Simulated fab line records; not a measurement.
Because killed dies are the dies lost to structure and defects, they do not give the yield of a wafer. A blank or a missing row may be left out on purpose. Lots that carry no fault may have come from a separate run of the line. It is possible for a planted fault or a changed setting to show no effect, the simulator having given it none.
Comparing a struck lot with a sound one ; flow n5-finfet ; 40 out of 1938 route steps
Sound: the wafers L588.1, L588.2, L588.3. Struck: wafer L599.5. (L599.2 of the same lot was not struck and is left out.) The cause comes at the end.
At each step with rows: each side's tool, then ch and its chambers, then its first start. Under that, the readings that differ: sound wafers ; struck wafers ; difference of the means ; sigmas: that difference in standard deviations of wafers without a fault.
alike: same words and numbers on both sides, and readings whose means sit less than 2 such deviations apart. not compared: any withheld reading, any reading some wafer has no value for, any bound like >300 that may hide the same value, and any number with overlapping values for which the record gives no deviation.
The two part at a step that has a row with sigmas, a row that says differs or no value, or rows on one side only. When numbers do not overlap yet have no deviation, they are printed without sigmas and do not part them. Lack of a reading on every wafer of one side parts them only where that side has two or more wafers.

first, 11 steps without rows for these wafers: N5_BEOL_M3_SPUTTER_90 (material Cu, target thk 4.5 nm, time 8.29 s); N5_BEOL_M3_ANNEAL_91 (time 240 s); N5_BEOL_M3_SPUTTER_92 (material Cu, target thk 4.5 nm, time 8.29 s); N5_BEOL_M3_ANNEAL_93 (time 240 s); N5_BEOL_M3_SPUTTER_94 (material Cu, target thk 4.5 nm, time 8.29 s); N5_BEOL_M3_ANNEAL_95 (time 240 s); N5_BEOL_M3_SPUTTER_96 (material Cu, target thk 4.5 nm, time 8.29 s); N5_BEOL_M3_ECD_50 (material Cu, target thk 300 nm); N5_BEOL_M3_ANNEAL_51 (time 90 s); N5_BEOL_M3_CMP_52 (polishes, stops on SiOC, t overpolish 6.8 s, target thk 40 nm); N5_BEOL_M3_PRE_CLEAN_60 (time 15 s).
N5_BEOL_M3_CO_CAP_55: material Co, precursor CCTBA/H2, target thk 2 nm, time 102.1 s.
  sound on cvd-co-02 ch 0,1,2, day 10 23:41; struck on cvd-co-01 ch 1, day 13 19:06
  alike: heater-power-w
then, 2 steps without rows for these wafers: N5_BEOL_M3_PRE_CLEAN_56 (time 15 s); N5_BEOL_M3_DEP_57 (deposits SiCN from 3MS/NH3, target thk 8 nm, time 14 s).
N5_BEOL_M3_INSPECT_59: inspects for defects (darkfield).
  struck on defect-inspect-01, day 13 19:19; sound on defect-inspect-02, day 10 23:54
reading;sound;struck;difference;sigmas
raw-defect-count;69 56 70;480;+415;+17
then, 12 steps without rows for these wafers: N5_BEOL_M4_ILD_DEP_00 (deposits SiOC from DEMS/O2, target thk 79 nm, time 15.3 s); N5_BEOL_M4_PECVD_72 (deposits SiO2 from TEOS/O2, target thk 16 nm, time 18 s); N5_BEOL_M4_HM_DEP_02 (deposits TiN, target thk 20 nm); N5_BEOL_M4_COAT_61 (time 60 s, resist thk 60 nm); N5_BEOL_M4_COAT_62 (time 60 s, resist thk 12 nm); N5_BEOL_M4_COAT_73 (time 60 s, resist thk 5 nm); N5_BEOL_M4_COAT_05 (resist thk 30 nm); N5_BEOL_M4_EBR_07; N5_BEOL_M4_SOFTBAKE_06 (time 60 s); N5_BEOL_M4_EXPOSE_08 (exposes mask M4); N5_BEOL_M4_PEB_09 (peb time 60 s); N5_BEOL_M4_DEVELOP_10 (develop time 30 s).
N5_BEOL_M4_INSPECT_13: inspects for defects (brightfield).
  struck on defect-inspect-02, day 13 20:02; sound on defect-inspect-02, day 11 02:17
reading;sound;struck;difference;sigmas
raw-defect-count;506 398 418;805;+364;+4
then, 9 steps without rows for these wafers: N5_BEOL_M4_DESCUM_16 (chemistry O2, time 7 s); N5_BEOL_M4_ETCH_74 (etches underlayer in N2/H2, target depth 6.5 nm, time 5.2 s); N5_BEOL_M4_ETCH_63 (etches SiARC in CF4, target depth 15.6 nm, time 26 s); N5_BEOL_M4_ETCH_64 (etches SOC in N2/H2, target depth 75 nm, overetch 22.5 nm, time 121.9 s); N5_BEOL_M4_STRIP_65 (strips in N2/H2); N5_BEOL_M4_STRIP_75 (strips in N2/H2); N5_BEOL_M4_STRIP_66 (strips in CF4); N5_BEOL_M4_HM_OPEN_17 (chemistry Cl2/BCl3, target TiN, target depth 20 nm, overetch 6 nm); N5_BEOL_M4_STRIP_19 (strips in O2).
N5_BEOL_M4_INSPECT_30: inspects for defects (brightfield).
  struck on defect-inspect-01, day 13 21:02; sound on defect-inspect-01, day 11 03:23
reading;sound;struck;difference;sigmas
raw-defect-count;487 384 388;758;+338;+4
N5_BEOL_M4_RC_MEAS_101:
  sound on prober-01 ch 0, day 11 21:13; struck on prober-02 ch 0, day 14 10:56
reading;sound;struck;difference;sigmas
DIBL_P (mV/V);35.3 37.7 37.4;32.5;-4.3;-3
SS_N (mV/dec);71.3 71.4 72.2;70.6;-1.0;-2
SS_P (mV/dec);73.1 73.3 73.5;72.2;-1.1;-2
  alike: DIBL_N, IOFF_N, IOFF_P, ION_N, ION_P, VT_N, VT_P
then, 1 step without rows for these wafers: N5_PASSIVATION_PROBE_49.

## WHERE THEY PART
Last at N5_BEOL_M4_RC_MEAS_101 as far as this record goes, first at N5_BEOL_M3_INSPECT_59.

WHY: what had been put in by the simulator
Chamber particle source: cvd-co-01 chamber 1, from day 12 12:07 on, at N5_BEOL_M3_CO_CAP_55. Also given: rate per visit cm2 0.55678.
